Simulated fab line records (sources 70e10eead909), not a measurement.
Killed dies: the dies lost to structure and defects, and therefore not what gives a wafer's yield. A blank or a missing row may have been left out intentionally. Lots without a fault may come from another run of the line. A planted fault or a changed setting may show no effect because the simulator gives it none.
A struck lot beside a sound one	flow nandHarc	14 out of 1302 route steps
Sound: wafers L550.1, L550.3, L550.6. The struck wafers were L561.3, L561.4, L561.6. The cause is named last.
Per side, at each step with rows, come the tool, then ch with its chambers, and then its first start. Under that, the readings that differ: sound wafers	struck wafers	difference of the means	sigmas: that difference in standard deviations of wafers without a fault.
alike: readings whose means differ by less than 2 such deviations, and words and numbers that are the same on both sides. not compared: withheld readings, readings that some wafer has no value for, bounds like >300 that may hide the same value, and numbers for which the record gives no deviation and whose values overlap.
The two part at a step that has a row with sigmas, a row that says differs or no value, or rows on one side only. When numbers do not overlap yet have no deviation, they are printed without sigmas and do not part them. A reading missing from all wafers of one side parts the sides only when that side holds two or more wafers.

first, 9 steps without rows for these wafers: NHARC_P_ZERO_WELL_STRIP_28 (strips in SPM, time 840 s); NHARC_P_ZERO_WELL_DEHYDRATE_29 (time 120 s); NHARC_P_ZERO_WELL_HMDS_30 (time 30 s); NHARC_P_ZERO_WELL_COAT_31; NHARC_P_ZERO_WELL_SOFTBAKE_32 (time 95 s); NHARC_P_ZERO_WELL_EBR_33; NHARC_P_ZERO_WELL_EXPOSE_34 (exposes mask P PWELL, target cd 720 nm); NHARC_P_ZERO_WELL_PEB_35 (peb time 85 s); NHARC_P_ZERO_WELL_DEVELOP_36 (time 70 s).
NHARC_P_ZERO_WELL_CD_MEAS_37 targets a cd of 720 nm.
  sound on cdSem-02 ch 0, day 5 08:13; struck on cdSem-01 ch 0, day 9 21:59
  alike: cdNm
then, 1 step without rows for these wafers: NHARC_P_ZERO_WELL_HARDBAKE_38 (time 80 s).
NHARC_P_ZERO_WELL_DESCUM_39: chemistry O2, time 3 s.
  sound on rieDiel-02 ch 2,3, day 5 08:23; struck on rieDiel-06 ch 1,3, day 9 22:08
  alike: drypumpMotorCurrentA, oesProductAu, rfVppV, showerheadPlenumPTorr, throttleValvePct
  not compared: rfHoursCounterH
NHARC_P_ZERO_WELL_IMPLANT_40:
  sound on implanter-01 ch 0, day 5 08:32; struck on implanter-02 ch 0, day 9 22:21
reading	sound	struck	difference	sigmas
doseIonsCm2	9.993e+12 1.0004e+13 9.995e+12	1.5772e+13 1.5783e+13 1.577e+13	+5.7777e+12	+99 or more
faradayCurrentUA	124.4 125.5 128.8	198.3 198.0 205.2	+74.3	+30
then, 1 step without rows for these wafers: NHARC_P_ZERO_WELL_IMPLANT_59.

== WHERE THEY PART ==
NHARC_P_ZERO_WELL_IMPLANT_40 only, going by this record.

WHY: whatever the simulator had introduced
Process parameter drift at NHARC_P_ZERO_WELL_IMPLANT_40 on implanter-02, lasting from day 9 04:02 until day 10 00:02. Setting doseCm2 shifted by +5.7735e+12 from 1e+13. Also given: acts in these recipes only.
